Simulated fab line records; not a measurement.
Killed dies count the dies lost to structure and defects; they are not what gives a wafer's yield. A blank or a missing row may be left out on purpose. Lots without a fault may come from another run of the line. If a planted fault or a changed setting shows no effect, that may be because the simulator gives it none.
A struck lot beside a sound one -- flow n5_finfet -- 38 steps out of a route of 1938
Sound: wafers L799.2, L799.3, L799.5. Struck: wafer L804.6 (left out: L804.1, L804.2 of the same lot, which were not struck); the cause appears at the end.
Order at every step that has rows: each side's tool, ch and its chambers, its first start. Under that, the readings that differ: sound wafers -- struck wafers -- difference of the means -- sigmas: that difference in standard deviations of wafers without a fault.
alike: readings with means less than 2 such deviations apart, plus words and numbers identical on both sides. not compared: withheld readings, readings lacking a value on some wafer, bounds such as >300 that could conceal the same value, and numbers that have no deviation in the record and whose values overlap.
Wherever a step has rows on one side only, a row that says differs or no value, or a row with sigmas, the two part there. Numbers that don't overlap but have no deviation are shown without sigmas and don't part them. A reading that every wafer of one side lacks parts them only if that side has two wafers or more.

first, 9 steps without rows for these wafers: N5_BEOL_M1_ANNEAL_95 (time 240 s); N5_BEOL_M1_SPUTTER_96 (material Cu, target thk 4.5 nm, time 8.29 s); N5_BEOL_M1_ECD_50 (material Cu, target thk 300 nm); N5_BEOL_M1_ANNEAL_51 (time 90 s); N5_BEOL_M1_CMP_52 (polishes, stops on SiOC, t overpolish 6.8 s, target thk 40 nm); N5_BEOL_M1_PRE_CLEAN_60 (time 15 s); N5_BEOL_M1_CO_CAP_55 (material Co, precursor CCTBA/H2, target thk 2 nm, time 102.1 s); N5_BEOL_M1_PRE_CLEAN_56 (time 15 s); N5_BEOL_M1_DEP_57 (deposits SiCN from 3MS/NH3, target thk 8 nm, time 14 s).
N5_BEOL_M2_ILD_DEP_00: deposits SiOC from DEMS/O2, target thk 79 nm, time 15.3 s.
  sound on pecvd-04 ch 0,1,2, day 8 23:49; struck on pecvd-04 ch 1, day 9 17:11
reading,sound,struck,difference,sigmas
model.SiOC_of_BEOL_M2_ILD_DEP_00.thk_nm (nm),78 78 79.8,107.8,+29.2,
  alike: heater_power_w, showerhead_plenum_p_Torr, throttle_valve_pct
N5_BEOL_M2_THK_MEAS_01:
  sound on film_metro-01 at day 8 23:53; struck on film_metro-01 at day 9 17:14
reading,sound,struck,difference,sigmas
M2_ILD_THK (nm),78.0 77.9 79.8,107.7,+29.1,+29
then, 24 steps without rows for these wafers: N5_BEOL_M2_PECVD_72 (deposits SiO2 from TEOS/O2, target thk 16 nm, time 18 s); N5_BEOL_M2_HM_DEP_02 (deposits TiN, target thk 20 nm); N5_BEOL_M2_COAT_61 (time 60 s, resist thk 60 nm); N5_BEOL_M2_COAT_62 (time 60 s, resist thk 12 nm); N5_BEOL_M2_COAT_73 (time 60 s, resist thk 5 nm); N5_BEOL_M2_COAT_05 (resist thk 30 nm); N5_BEOL_M2_EBR_07; N5_BEOL_M2_SOFTBAKE_06 (time 60 s); N5_BEOL_M2_EXPOSE_08 (exposes mask M2); N5_BEOL_M2_PEB_09 (peb time 60 s); N5_BEOL_M2_DEVELOP_10 (develop time 30 s); N5_BEOL_M2_DESCUM_16 (chemistry O2, time 7 s); N5_BEOL_M2_ETCH_74 (etches underlayer in N2/H2, target depth 6.5 nm, time 5.2 s); N5_BEOL_M2_ETCH_63 (etches SiARC in CF4, target depth 15.6 nm, time 26 s); N5_BEOL_M2_ETCH_64 (etches SOC in N2/H2, target depth 75 nm, overetch 22.5 nm, time 121.9 s); N5_BEOL_M2_STRIP_65 (strips in N2/H2); N5_BEOL_M2_STRIP_75 (strips in N2/H2); N5_BEOL_M2_STRIP_66 (strips in CF4); N5_BEOL_M2_HM_OPEN_17 (chemistry Cl2/BCl3, target TiN, target depth 20 nm, overetch 6 nm); N5_BEOL_M2_STRIP_19 (strips in O2); N5_BEOL_M2_COAT_67 (time 60 s, resist thk 60 nm); N5_BEOL_M2_COAT_68 (time 60 s, resist thk 12 nm); N5_BEOL_M2_COAT_76 (time 60 s, resist thk 5 nm); N5_BEOL_M2_COAT_22 (resist thk 30 nm).
N5_BEOL_M2_CMP_52: polishes, stops on SiOC, t overpolish 6.8 s, target thk 40 nm.
  sound on cmp-04 ch 0,2, day 9 16:49; struck on cmp-02 ch 1, day 10 19:41
reading,sound,struck,difference,sigmas
model.SiOC_of_BEOL_M2_ILD_DEP_00.thk_nm (nm),75 75 76.8,104.8,+29.2,
  alike: motor_current_A
  not compared: pad_life_wafers
N5_BEOL_M4_RC_MEAS_101:
  the record has rows for the sound wafers here (prober-01 ch 0, day 11 05:01) and none for the struck ones
-- the record jumps here: 6 days lie between the struck wafers' starts before and after (it left off in module BEOL_M4 and takes up again in module PASSIVATION, whose first step shown is number 1936 of the route) --
N5_PASSIVATION_PROBE_49:
  rows exist in the record for the struck wafers here (prober-02, day 17 00:32), but not for the sound ones

WHERE THEY PART
Earliest at N5_BEOL_M2_THK_MEAS_01; latest, in this record, at N5_PASSIVATION_PROBE_49.

WHY: the cause the simulator had injected
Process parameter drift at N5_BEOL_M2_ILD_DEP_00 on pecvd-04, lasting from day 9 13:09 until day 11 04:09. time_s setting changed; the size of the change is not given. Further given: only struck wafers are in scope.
